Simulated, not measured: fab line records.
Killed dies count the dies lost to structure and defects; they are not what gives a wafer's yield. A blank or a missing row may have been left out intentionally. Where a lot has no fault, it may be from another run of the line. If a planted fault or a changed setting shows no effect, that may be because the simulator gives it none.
Problem report in the 8D (eight disciplines) form, filled by code -- flow nand_harc -- the parts of the form that need people (team, actions taken, sign-off) are left out

## 1. THE PROBLEM
Wafers without a fault read 999 nm, standard deviation 8.4; thk_nm at NHARC_A_ONON_D1_THK_MEAS_27 reads a mean of 575 nm on 3 wafers belonging to 2 lots. That is -50 standard deviations from the usual mean.
The step: measures by ellipsometry.
First seen on wafer L842.1, day 10 08:34, on film_metro-02. Wafers with a number at this step in the record: 39, from 13 lots. By rule, "out" or "out of limits" means more than 4 standard deviations away from the usual mean. The rest of the wafers with a number are treated as sound.

## 2. WHAT THIS IS AND IS NOT
question,is,is not
which readings at this step,thk_nm,-
which lots,"L842, L843","L835, L836, L837, L838, L839, L840, L848, L849, L851, L855, L856"
which wafers of those lots,"L842.1, L842.6, L843.6","L842.5, L843.4, L843.5"
read on which gauges,"film_metro-01, film_metro-02",-
when,from day 10 08:34,"up to then (19 sound wafers); but 17 sound wafers of L843, L848, L849, L851, L855, L856 came after"

## 3. SUSPECTS, AND WHAT RULES EACH OUT
Counting: a tool at a process step up to the reading stays a suspect if it ran every lot that is out. Sound lots after the first of them don't rule it out here, since some wafers of a struck lot are sound.
- the gauge at NHARC_A_ONON_D1_THK_MEAS_27: ruled out. 2 gauges (film_metro-01, film_metro-02) read the wafers that are out.
- pecvd_onon-04 at NHARC_A_ONON_D1_DEP_25 (target thk 1000 nm): kept. Every lot that is out went through it, the first being L842 (day 10 08:04); the last sound lot it ran before that was L840 (day 9 20:59).
After counting, what remains is pecvd_onon-04 at NHARC_A_ONON_D1_DEP_25.

## 4. THE CAUSE (what the simulator had put in)
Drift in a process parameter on pecvd_onon-04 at NHARC_A_ONON_D1_DEP_25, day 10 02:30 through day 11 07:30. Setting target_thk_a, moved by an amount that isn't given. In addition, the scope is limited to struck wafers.
Counting left only this tool.

## 5. THE CHAIN OF EFFECTS, in route order
Each row: a reading where the mean over the struck wafers with a number is more than 3 standard deviations away from the usual. Scope: only readings with a usual standard deviation given in the record; hours: median across lots of the time from each lot's start at the first step in this table that gives one to its start at this step; sigmas: change in usual standard deviations.
hours,step,reading,usual,on struck wafers,change,sigmas
0,NHARC_A_ONON_D1_THK_MEAS_27,thk_nm,999 nm,575,-424,-50
269,NHARC_END_SORT_01,killed_at_array,27,673,+646,+54
269,NHARC_END_SORT_01,killed_dies,32,677,+645,+59

## 6. HOW IT WOULD HAVE BEEN CAUGHT EARLIER
Counted from the fault's start at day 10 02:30, it took 6 hours until the first out-of-limits reading at a measuring or inspecting step in this record, taken at day 10 08:34.
Of the tool readings at NHARC_A_ONON_D1_DEP_25 for which the record gives a usual standard deviation, none was out on any struck wafer, so an alarm limit of 4 standard deviations on them would not have fired.
Among the 2 lots that are out, L843 began NHARC_A_ONON_D1_DEP_25 on pecvd_onon-04 after day 10 08:34. Had the tool been put on hold then, it would have been spared.
